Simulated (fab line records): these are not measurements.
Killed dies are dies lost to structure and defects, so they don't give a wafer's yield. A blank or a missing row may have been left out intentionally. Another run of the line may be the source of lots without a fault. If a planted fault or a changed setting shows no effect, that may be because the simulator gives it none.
fab line records	flow nand_harc
[record] lots = 11	wafers = 33	last_day = 25
route steps=1159 shown P_M2@335 P_BONDPAD@368
lots with no fault: from the same line, run without faults
start_h: hours from the record's first day to the start of the lot's first wafer shown	wait_h: how many hours have passed since the lot's step before this one	" repeats the value in the row above	L1.1+2: a row that stands for several wafers	- no value present, or no start provided	* or withheld: withheld	< > ~ a bound
route shown NAME@n: NAME is a module with steps in the file, n the number in the route of the first one	usual: mean/standard deviation taken from wafers without a fault	same: alike in all rows	chamber/n: place in a boat	sites: readings site by site	_std_site: the standard deviation of these	_edge_site: the outer-site mean with the inner-site mean subtracted	radius_mm: how far each site lies from the wafer's centre	mask NAME#n: copy n	behind: tool/chamber where the wafer was last shaped	hold: why the lot was held/for how many hours/how that ended	device: the n, p or np transistor that did not switch	end of line: the same wafers' tests at the end of the route	a step with no rows: only its recipe	killed: dies lost to structure and defects at the first sort, not the wafer's yield	map: dies across one wafer; x = killed, . = not, _ = none there
set.NAME: the run value of the setting; set.NAME@STEP: its run value at that earlier step	model.NAME: the simulator's own value behind a step, which no gauge read
route steps across a sampled set of lots; one table per step, one row per wafer
services: when a tool's chamber went out of use (start_h, in hours from the record's first day, below 0 if earlier), for how many hours, and the reason
[[steps]]
[step NHARC_P_M2_STRIP_18]
[recipe] power_w = 1000	n2_flow_sccm = 150	h2_flow_sccm = 150	ar_flow_sccm = 0	bias_w = 0	chemistry = N2/H2
[usual] drypump_motor_current_A = 6.0/0.52	oes_product_au = 0.998/0.011	rf_vpp_V = 90.8/1	showerhead_plenum_p_Torr = 2.07/0.097	throttle_valve_pct = 14.171/0.0088
lot.wafer	tool	chamber	start_h	wait_h	drypump_motor_current_A	oes_product_au	rf_hours_counter_h	rf_vpp_V	showerhead_plenum_p_Torr	throttle_valve_pct
L992.1	rie_diel-06	1	135.51	0.1	5.4	0.983	2	91.1	1.92	14.174
L992.2	"	3	"	"	5.4	0.995	2	91.9	2.16	14.167
L992.3	"	0	"	"	6.6	0.990	2	90.9	2.02	14.166
L995.3	rie_diel-05	2	143.87	0.1	6.1	0.995	29	90.3	2.00	14.163
L995.1	"	0	"	"	6.0	0.984	26	89.6	2.07	14.165
L995.4	"	3	"	"	5.7	1.002	-	91.5	2.10	14.168
L997.1	rie_diel-06	0	158.04	0.1	6.7	0.996	3	89.8	2.02	14.167
L997.4	"	3	"	"	5.4	1.006	3	91.4	2.16	14.170
L997.6	"	0	"	"	6.6	0.993	-	90.8	2.02	14.184
L108.4	rie_diel-06	2	220.69	0.1	6.6	1.003	5	92.4	2.20	14.168
L108.1	"	0	"	"	6.6	1.004	5	89.6	2.02	14.157
L108.6	"	2	"	"	6.6	0.998	-	91.8	2.20	14.168
L107.1	rie_diel-06	3	221.33	0.1	5.4	1.017	5	90.8	2.16	14.170
L107.3	"	0	"	"	6.7	0.989	5	90.3	2.02	14.167
L107.6	"	0	"	"	6.7	1.003	-	88.6	2.02	14.175
L109.3	rie_diel-02	2	228.15	0.1	5.9	1.003	27	90.7	1.96	14.189
L109.2	"	3	"	"	6.2	1.008	29	90.1	2.05	14.164
L109.1	"	0	"	"	5.0	1.010	30	91.4	2.06	14.181
L110.2	rie_diel-02	2	230.58	0.1	5.9	1.004	27	91.0	1.96	14.165
L110.1	"	0	"	"	5.1	1.007	30	91.7	2.06	14.162
L110.6	"	2	"	"	5.9	1.001	-	88.7	1.96	14.171
L111.1	rie_diel-06	1	239.83	0.1	5.4	0.973	6	89.4	1.92	14.180
L111.3	"	0	"	"	6.7	0.993	6	89.8	2.02	14.167
L111.6	"	1	"	"	5.4	0.983	-	90.2	1.92	14.173
L112.2	rie_diel-05	2	245.11	0.1	6.1	0.994	18	89.2	1.99	14.171
L112.4	"	3	"	"	5.7	1.021	17	91.8	2.09	14.167
L112.5	"	1	"	"	5.8	1.004	-	90.4	1.99	14.178
L114.2	rie_diel-02	1	251.06	0.1	6.0	0.997	35	90.9	2.12	14.166
L114.1	"	0	"	"	5.1	1.011	36	90.9	2.05	14.164
L114.6	"	1	"	"	6.0	1.002	-	92.7	2.12	14.169
L115.3	rie_diel-06	2	262.04	0.1	6.6	1.009	0	90.6	2.20	14.168
L115.4	"	3	"	"	5.4	1.011	0	90.8	2.16	14.164
L115.6	"	2	"	"	6.6	0.993	-	90.8	2.20	14.165
[step NHARC_P_M2_PVD_20]
[recipe] target_thk_a = 50	bias_v = 168.6	power_w = 15000	chamber_pressure_pa = 0.12	time_s = 8.06	substrate_temp_c = 50	material = TaN
[usual] throttle_valve_pct = 29.9/1.2
lot.wafer	tool	chamber	start_h	wait_h	throttle_valve_pct
L992.2	pvd_sputter-02	-	-	-	29.1
L992.1	"	-	"	"	30.9
L992.3	"	-	"	"	28.8
L995.1	pvd_sputter-03	-	-	-	31.0
L995.4	"	-	"	"	29.1
L995.3	"	-	"	"	29.0
L997.4	pvd_sputter-02	-	-	-	28.5
L997.1	"	-	"	"	30.7
L997.6	"	-	"	"	28.3
L108.4	pvd_sputter-03	-	-	-	31.0
L108.1	"	-	"	"	29.8
L108.6	"	-	"	"	30.9
L107.1	pvd_sputter-01	-	-	-	31.7
L107.3	"	-	"	"	30.3
L107.6	"	-	"	"	32.0
L109.2	pvd_sputter-01	-	-	-	32.2
L109.3	"	-	"	"	28.4
L109.1	"	-	"	"	30.4
L110.2	pvd_sputter-01	-	-	-	31.2
L110.1	"	-	"	"	31.8
L110.6	"	-	"	"	31.2
L111.3	pvd_sputter-02	-	-	-	29.3
L111.1	"	-	"	"	28.8
L111.6	"	-	"	"	28.9
L112.2	pvd_sputter-01	-	-	-	30.6
L112.4	"	-	"	"	31.1
L112.5	"	-	"	"	28.4
L114.1	pvd_sputter-01	-	-	-	32.1
L114.2	"	-	"	"	30.4
L114.6	"	-	"	"	28.4
L115.3	pvd_sputter-02	-	-	-	28.7
L115.4	"	-	"	"	30.4
L115.6	"	-	"	"	29.2
[step NHARC_P_M2_ANNEAL_31]
[recipe] temp_c = 225	time_s = 90
[usual] wafer_temp_C_max = 225.88/0.24
lot.wafer	tool	chamber	start_h	wait_h	wafer_temp_C_max
L992.1	rtp_anneal-01	0	137.02	0.3	225.73
L992.2	"	0	"	"	225.76
L992.3	"	0	"	"	225.76
L995.1	rtp_anneal-02	0	145.31	-	225.69
L995.3	"	0	"	"	225.83
L995.4	"	0	"	"	226.09
L997.1	rtp_anneal-01	0	159.45	0.3	226.06
L997.4	"	0	"	"	225.69
L997.6	"	0	"	"	226.05
L108.1	rtp_anneal-01	0	222.04	-	225.58
L108.4	"	0	"	"	225.71
L108.6	"	0	"	"	226.47
L107.1	rtp_anneal-02	0	222.72	0.3	225.53
L107.3	"	0	"	"	225.37
L107.6	"	0	"	"	225.71
L109.1	rtp_anneal-01	0	229.52	-	225.51
L109.2	"	0	"	"	226.05
L109.3	"	0	"	"	225.98
L110.1	rtp_anneal-02	0	231.97	0.3	225.89
L110.2	"	0	"	"	226.25
L110.6	"	0	"	"	226.00
L111.1	rtp_anneal-02	0	241.23	0.3	226.14
L111.3	"	0	"	"	225.94
L111.6	"	0	"	"	226.17
L112.2	rtp_anneal-01	0	246.58	-	225.99
L112.4	"	0	"	"	225.61
L112.5	"	0	"	"	225.78
L114.1	rtp_anneal-01	0	252.47	-	225.63
L114.2	"	0	"	"	225.79
L114.6	"	0	"	"	226.19
L115.3	rtp_anneal-02	0	263.51	0.3	225.92
L115.4	"	0	"	"	225.74
L115.6	"	0	"	"	226.18
[step NHARC_P_BONDPAD_ETCH_37]
[recipe] target_depth_a = 600	overetch_a = 180	time_s = 65.91	ion_energy_ev = 200	n2_flow_sccm = 150	h2_flow_sccm = 150	ar_flow_sccm = 0	rf_w = 400	bias_w = 150	chemistry = N2/H2
[usual] drypump_motor_current_A = 5.8/0.34	oes_product_au = 0.997/0.012	rf_vpp_V = 430.0/1.6	showerhead_plenum_p_Torr = 2.02/0.054	throttle_valve_pct = 14.171/0.01
lot.wafer	tool	chamber	start_h	wait_h	drypump_motor_current_A	oes_product_au	rf_hours_counter_h	rf_vpp_V	showerhead_plenum_p_Torr	throttle_valve_pct
L992.2	rie_diel-03	3	139.80	0.1	6.0	0.995	9	431.5	2.06	14.183
L992.3	"	0	"	"	5.3	0.969	9	429.4	1.98	14.184
L992.1	"	2	"	"	5.9	1.002	8	431.8	2.08	14.175
L995.1	rie_diel-03	2	148.40	0.1	5.9	1.002	9	431.0	2.08	14.162
L995.4	"	0	"	"	5.4	0.842	10	430.5	1.98	14.166
L995.3	"	1	"	"	6.0	1.003	10	428.2	1.97	14.164
L997.1	rie_diel-03	1	162.37	0.1	6.0	0.995	11	428.1	1.97	14.174
L997.6	"	0	"	"	5.4	0.982	-	429.7	1.98	14.187
L997.4	"	1	"	"	6.0	0.862	-	429.6	1.97	14.172
L108.4	rie_diel-03	0	224.94	0.1	5.4	0.993	0	429.4	1.98	14.177
L108.1	"	1	"	"	6.0	0.988	0	428.3	1.97	14.165
L108.6	"	0	"	"	5.4	0.995	-	428.3	1.98	14.168
L107.3	rie_diel-03	1	225.65	0.1	6.0	0.991	0	428.6	1.97	14.176
L107.1	"	3	"	"	6.1	1.000	0	430.4	2.05	14.173
L107.6	"	2	"	"	5.9	0.998	-	431.1	2.07	14.175
L109.1	rie_diel-08	0	232.43	0.1	6.1	0.979	37	427.8	1.93	14.162
L109.3	"	1	"	"	5.0	1.011	35	432.0	1.99	14.186
L109.2	"	2	"	"	5.9	1.002	35	432.5	2.11	14.170
L110.1	rie_diel-03	2	234.89	0.1	5.9	1.004	1	431.8	2.07	14.160
L110.2	"	3	"	"	6.1	1.015	1	430.8	2.05	14.174
L110.6	"	0	"	"	5.4	0.998	-	429.8	1.98	14.162
L111.3	rie_diel-03	3	244.13	0.1	6.1	1.016	1	431.4	2.05	14.198
L111.1	"	0	"	"	5.4	0.988	1	429.6	1.98	14.175
L111.6	"	1	"	"	6.0	1.004	-	428.0	1.97	14.181
L112.4	rie_diel-03	1	249.54	0.2	6.0	0.994	2	427.9	1.97	14.159
L112.2	"	2	"	"	5.9	1.012	2	431.5	2.07	14.179
L112.5	"	2	"	"	5.9	1.015	-	431.6	2.07	14.157
L114.2	rie_diel-03	1	255.44	0.1	6.0	1.005	2	428.7	1.97	14.168
L114.1	"	3	"	"	6.1	1.017	2	431.4	2.05	14.168
L114.6	"	1	"	"	6.0	1.004	-	428.3	1.97	14.173
L115.4	rie_diel-03	0	266.32	0.1	5.4	0.990	3	428.4	1.98	14.194
L115.3	"	1	"	"	6.0	1.004	3	428.8	1.97	14.172
L115.6	"	2	"	"	5.9	1.006	-	431.7	2.07	14.151
[[services]]
tool	chamber	start_h	hours	kind
rie_diel-02	-	115.16	0.4	repair
pvd_sputter-02	-	116.12	9.9	repair
pvd_sputter-01	-	119.64	9.8	repair
rie_diel-08	-	124.82	9.0	pm
rie_diel-03	2	127.68	7.1	repair
rie_diel-06	2	137.59	1.5	repair
rie_diel-05	1	140.06	5.8	repair
rie_diel-02	1	149.00	4.4	repair
rie_diel-02	-	151.47	9.0	pm
rie_diel-03	2	155.35	11.9	repair
pvd_sputter-03	-	156.51	1.5	repair
pvd_sputter-01	-	158.00	10.0	pm
rie_diel-05	-	163.69	9.0	pm
rie_diel-08	2	167.35	5.3	repair
rie_diel-05	1	181.30	29.0	repair
rie_diel-06	-	185.59	0.4	repair
rie_diel-05	0	192.09	8.7	repair
rie_diel-03	3	198.12	6.9	repair
rie_diel-06	1	202.30	1.3	repair
rie_diel-03	-	215.31	9.0	pm
pvd_sputter-02	-	223.47	10.0	pm
rie_diel-06	-	241.20	9.0	pm
pvd_sputter-02	-	245.36	13.1	repair
rie_diel-05	3	260.47	132.0	repair
[[key]]
[first_sign] step = NHARC_P_BONDPAD_ETCH_37	reading = oes_product_au	direction = down	sigmas = 12	usual = 0.997	struck = 0.852
effect none on later readings
met_at NHARC_P_BONDPAD_ETCH_37
struck_lots L995,L997
struck_wafers L995.4,L997.4
not_acting_at NHARC_P_M2_STRIP_18,NHARC_P_M2_PVD_20,NHARC_P_M2_ANNEAL_31
onset_between 139.80 148.40
[fault] kind = process_parameter_drift	tool = rie_diel-03	chamber = -	onset_h = 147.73	steps = NHARC_P_BONDPAD_ETCH_37	channel = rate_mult	offset = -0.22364	shape = step	end_h = 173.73	scope = struck_wafers_only
